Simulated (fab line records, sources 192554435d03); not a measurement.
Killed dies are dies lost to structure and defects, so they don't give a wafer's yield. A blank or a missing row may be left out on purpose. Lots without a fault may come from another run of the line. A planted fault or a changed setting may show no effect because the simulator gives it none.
One fault seen from 3 desks | flow n5_finfet | each desk has only its own numbers; what lay behind them comes last

THE DEFECT DESK
What the inspections along the route counted, lot by lot: means of the sampled wafers that have a number. A lot is out of limits, marked OUT, if its mean lies more than 4 standard deviations from the usual mean; the brackets give that distance.
Columns: A = raw_defect_count at N5_BEOL_M12_INSPECT_55, usual 73
lot  | first seen here | A
L414 | day 10 13:35    | 64
L416 | day 11 02:35    | 73
L417 | day 11 14:18    | 74
L420 | day 12 03:56    | 53
L421 | day 12 15:50    | 66
L429 | day 15 05:02    | 82
L428 | day 15 07:28    | 84
L430 | day 15 07:38    | 51
L431 | day 15 14:25    | 88
L434 | day 16 09:37    | 85
L437 | day 17 15:10    | 75
This desk's finding: nothing out of limits on any of the 11 lots.

THE METROLOGY DESK
What the gauges read, lot by lot, whatever tool the lot ran on: means of the sampled wafers that have a number. A lot is out of limits, marked OUT, if its mean lies more than 4 standard deviations from the usual mean; the brackets give that distance.
Columns: A = cd_nm at N5_BEOL_M13_CD_MEAS_10, usual 190.0 nm; B = V12_OVL at N5_BEOL_M13_OVL_MEAS_11, usual 6 nm
lot  | first seen here | A     | B
L414 | day 10 14:05    | 189.8 | 13
L416 | day 11 03:08    | 191.0 | 3
L417 | day 11 14:47    | 189.5 | 6
L420 | day 12 04:26    | 190.2 | 6
L421 | day 12 16:30    | 187.4 | 12
L429 | day 15 05:39    | 191.6 | 6
L428 | day 15 07:58    | 191.6 | 34 (+5.6) OUT
L430 | day 15 08:08    | 192.4 | 39 (+6.5) OUT
L431 | day 15 15:02    | 190.6 | 5
L434 | day 16 10:14    | 190.7 | 10
L437 | day 17 15:47    | 189.8 | 10
This desk's finding: out of limits on L428, L430; first on L428, day 15 07:59 (V12_OVL at N5_BEOL_M13_OVL_MEAS_11). In limits: L414, L416, L417, L420, L421, L429, L431, L434, L437.

THE TOOL OWNER'S DESK: krf_scanner-02
The tool's own readings at N5_BEOL_M13_EXPOSE_07 (exposes mask V12): means of the sampled wafers that have a number, for each lot that ran on this tool. A lot is out of limits, marked OUT, if its mean lies more than 4 standard deviations from the usual mean; the brackets give that distance.
Columns: A = stage_vel_mm_s at N5_BEOL_M13_EXPOSE_07, usual 500.02 mm/s
lot  | first seen here | A
L421 | day 12 16:20    | 499.65
L429 | day 15 05:29    | 499.86
L428 | day 15 07:47    | 500.00
L430 | day 15 07:58    | 500.43
This desk's finding: nothing out of limits on any of the 4 lots.

PUT TOGETHER
The metrology desk could have raised an alarm at day 15 07:59, on L428, L430.
The defect desk saw nothing out of limits.
The tool owner's desk saw nothing out of limits.
The defect desk has L428, L430 on record, within its limits.
The tool owner's desk has L428, L430 on record, within its limits.
Of the lots named, all ran N5_BEOL_M13_EXPOSE_07 on krf_scanner-02.

WHAT THE SIMULATOR HAD PUT IN
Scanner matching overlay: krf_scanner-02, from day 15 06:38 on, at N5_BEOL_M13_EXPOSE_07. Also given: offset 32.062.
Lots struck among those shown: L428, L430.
Hours from the fault's start to each desk's first reading out of limits: the metrology desk, 1.
